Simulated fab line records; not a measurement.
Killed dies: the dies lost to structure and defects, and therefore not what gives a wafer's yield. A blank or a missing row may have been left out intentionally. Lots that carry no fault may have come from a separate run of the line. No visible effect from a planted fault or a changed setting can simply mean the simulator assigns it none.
Chamber matching / flow n5Finfet / 4 sister chambers for N5_MOL_CONTACT_COAG_ETCH_65 on rieDiel-03
The step etches underlayer in N2/H2, target depth 13 nm, time 10.4 s. 22 wafers are shown with their chamber, then 11 later ones without.

WAFERS WITH THEIR CHAMBER
wafer=L075.1; chamber=3; drypumpMotorCurrentA (A)=6.4; throttleValvePct (%)=17.48; showerheadPlenumPTorr (Torr)=2.52
wafer=L075.3; chamber=1; drypumpMotorCurrentA (A)=5.5; throttleValvePct (%)=17.95; showerheadPlenumPTorr (Torr)=2.73
wafer=L075.6; chamber=2; drypumpMotorCurrentA (A)=5.7; throttleValvePct (%)=18.13; showerheadPlenumPTorr (Torr)=2.43
wafer=L077.2; chamber=0; drypumpMotorCurrentA (A)=5.6; throttleValvePct (%)=17.87; showerheadPlenumPTorr (Torr)=2.40
wafer=L077.4; chamber=1; drypumpMotorCurrentA (A)=5.5; throttleValvePct (%)=17.96; showerheadPlenumPTorr (Torr)=2.73
wafer=L077.6; chamber=0; drypumpMotorCurrentA (A)=5.7; throttleValvePct (%)=17.83; showerheadPlenumPTorr (Torr)=2.40
wafer=L079.1; chamber=2; drypumpMotorCurrentA (A)=5.6; throttleValvePct (%)=18.14; showerheadPlenumPTorr (Torr)=2.43
wafer=L079.2; chamber=0; drypumpMotorCurrentA (A)=5.7; throttleValvePct (%)=17.86; showerheadPlenumPTorr (Torr)=2.40
wafer=L079.4; chamber=1; drypumpMotorCurrentA (A)=5.4; throttleValvePct (%)=17.98; showerheadPlenumPTorr (Torr)=2.72
wafer=L081.2; chamber=2; drypumpMotorCurrentA (A)=5.7; throttleValvePct (%)=18.16; showerheadPlenumPTorr (Torr)=2.43
wafer=L081.4; chamber=2; drypumpMotorCurrentA (A)=5.7; throttleValvePct (%)=18.15; showerheadPlenumPTorr (Torr)=2.43
wafer=L081.6; chamber=3; drypumpMotorCurrentA (A)=6.5; throttleValvePct (%)=17.51; showerheadPlenumPTorr (Torr)=2.51
wafer=L083.1; chamber=1; drypumpMotorCurrentA (A)=5.4; throttleValvePct (%)=17.99; showerheadPlenumPTorr (Torr)=2.72
wafer=L083.2; chamber=2; drypumpMotorCurrentA (A)=5.7; throttleValvePct (%)=18.15; showerheadPlenumPTorr (Torr)=2.42
wafer=L083.5; chamber=2; drypumpMotorCurrentA (A)=5.7; throttleValvePct (%)=18.16; showerheadPlenumPTorr (Torr)=2.42
wafer=L084.2; chamber=3; drypumpMotorCurrentA (A)=6.4; throttleValvePct (%)=17.53; showerheadPlenumPTorr (Torr)=2.51
wafer=L084.4; chamber=3; drypumpMotorCurrentA (A)=6.4; throttleValvePct (%)=17.53; showerheadPlenumPTorr (Torr)=2.51
wafer=L084.5; chamber=1; drypumpMotorCurrentA (A)=5.4; throttleValvePct (%)=18.00; showerheadPlenumPTorr (Torr)=2.72
wafer=L089.1; chamber=3; drypumpMotorCurrentA (A)=6.5; throttleValvePct (%)=17.52; showerheadPlenumPTorr (Torr)=2.51
wafer=L089.2; chamber=2; drypumpMotorCurrentA (A)=5.6; throttleValvePct (%)=18.19; showerheadPlenumPTorr (Torr)=2.42
wafer=L089.4; chamber=1; drypumpMotorCurrentA (A)=5.5; throttleValvePct (%)=17.98; showerheadPlenumPTorr (Torr)=2.71
wafer=L091.1; chamber=0; drypumpMotorCurrentA (A)=5.7; throttleValvePct (%)=17.54; showerheadPlenumPTorr (Torr)=2.71

SIGNATURES (averages over the wafers above)
reading=drypumpMotorCurrentA; chamber 0=5.675; chamber 1=5.450; chamber 2=5.671; chamber 3=6.440; scatter within a chamber=0.0521
reading=throttleValvePct; chamber 0=17.7750; chamber 1=17.9767; chamber 2=18.1543; chamber 3=17.5140; scatter within a chamber=0.0667
reading=showerheadPlenumPTorr; chamber 0=2.4775; chamber 1=2.7217; chamber 2=2.4257; chamber 3=2.5120; scatter within a chamber=0.0635
Rule: a wafer lies at a distance from a chamber equal to the root of the sum of squares, over the readings, of (its reading less the chamber's mean, divided by the reading's scatter). If the next closest chamber is less than 2 further off than the closest, the wafer can't be placed; otherwise it belongs to the closest. The scatter: take each reading less its chamber's mean, square it, sum over the shown wafers, divide by the number of wafers less the number of chambers, and take the root.

WAFERS WITH NO CHAMBER GIVEN
wafer=L091.2; drypumpMotorCurrentA (A)=6.4; throttleValvePct (%)=17.56; showerheadPlenumPTorr (Torr)=2.50
wafer=L091.4; drypumpMotorCurrentA (A)=5.6; throttleValvePct (%)=18.19; showerheadPlenumPTorr (Torr)=2.42
wafer=L094.3; drypumpMotorCurrentA (A)=5.4; throttleValvePct (%)=18.03; showerheadPlenumPTorr (Torr)=2.71
wafer=L094.4; drypumpMotorCurrentA (A)=5.7; throttleValvePct (%)=18.22; showerheadPlenumPTorr (Torr)=2.42
wafer=L094.5; drypumpMotorCurrentA (A)=5.5; throttleValvePct (%)=18.02; showerheadPlenumPTorr (Torr)=2.71
wafer=L097.1; drypumpMotorCurrentA (A)=5.7; throttleValvePct (%)=18.22; showerheadPlenumPTorr (Torr)=2.41
wafer=L097.2; drypumpMotorCurrentA (A)=5.7; throttleValvePct (%)=17.56; showerheadPlenumPTorr (Torr)=2.71
wafer=L097.3; drypumpMotorCurrentA (A)=5.4; throttleValvePct (%)=18.05; showerheadPlenumPTorr (Torr)=2.71
wafer=L097.4; drypumpMotorCurrentA (A)=6.5; throttleValvePct (%)=17.57; showerheadPlenumPTorr (Torr)=2.50
wafer=L097.5; drypumpMotorCurrentA (A)=5.4; throttleValvePct (%)=18.02; showerheadPlenumPTorr (Torr)=2.71
wafer=L097.6; drypumpMotorCurrentA (A)=5.7; throttleValvePct (%)=18.21; showerheadPlenumPTorr (Torr)=2.41

CHAMBER TAKEN BY EACH
wafer=L091.2; from the rows above=3; in truth=3
wafer=L091.4; from the rows above=2; in truth=2
wafer=L094.3; from the rows above=1; in truth=1
wafer=L094.4; from the rows above=2; in truth=2
wafer=L094.5; from the rows above=1; in truth=1
wafer=L097.1; from the rows above=2; in truth=2
wafer=L097.2; from the rows above=0; in truth=0
wafer=L097.3; from the rows above=1; in truth=1
wafer=L097.4; from the rows above=3; in truth=3
wafer=L097.5; from the rows above=1; in truth=1
wafer=L097.6; from the rows above=2; in truth=2
Correctly placed: 11 of 11. Can't be placed from these rows: 0. Wrongly placed: 0.
